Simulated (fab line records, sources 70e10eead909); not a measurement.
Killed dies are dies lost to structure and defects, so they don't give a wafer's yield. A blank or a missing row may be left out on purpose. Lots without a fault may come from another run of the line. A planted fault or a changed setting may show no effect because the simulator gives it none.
Chamber matching | flow nand_harc | NHARC_A_BLC_STRIP_29 on rie_diel-07: 4 sister chambers
The step strips in CF4. 4 wafers are shown with their chamber, then 12 later ones without.

WAFERS WITH THEIR CHAMBER
wafer  | chamber | drypump_motor_current_A (A)
L083.1 | 3       | 5.9
L086.1 | 0       | 5.5
L086.2 | 1       | 5.4
L086.5 | 2       | 6.6

WAFERS WITHOUT THEIR CHAMBER
wafer  | drypump_motor_current_A (A)
L091.1 | 5.6
L091.3 | 5.9
L091.5 | 6.5
L095.1 | 5.5
L095.3 | 5.4
L095.4 | 6.6
L097.1 | 5.9
L097.5 | 5.9
L097.6 | 5.5
L096.1 | 5.9
L096.2 | 6.5
L096.3 | 5.5

WHICH CHAMBER EACH WENT THROUGH
wafer  | from the rows above | in truth
L091.1 | 0                   | 0
L091.3 | 3                   | 3
L091.5 | 2                   | 2
L095.1 | 0                   | 0
L095.3 | 1                   | 1
L095.4 | 2                   | 2
L097.1 | 3                   | 3
L097.5 | 3                   | 3
L097.6 | 0                   | 0
L096.1 | 3                   | 3
L096.2 | 2                   | 2
L096.3 | 0                   | 0
Placed correctly: 12 of 12. Can't be placed from these rows: 0. Placed wrongly: 0.
How it was worked out, from the rows above alone: a wafer's distance from a chamber is the root of the sum, over the readings, of the square of ((its reading less the chamber's mean) divided by the reading's scatter). The wafer belongs to the nearest chamber; if the next one is less than 2 further off, it can't be placed. A chamber's mean is the mean of its shown wafers. The scatter: with one shown wafer a chamber, the root of the mean of the squares of how far each hidden wafer lies from its nearest shown one.
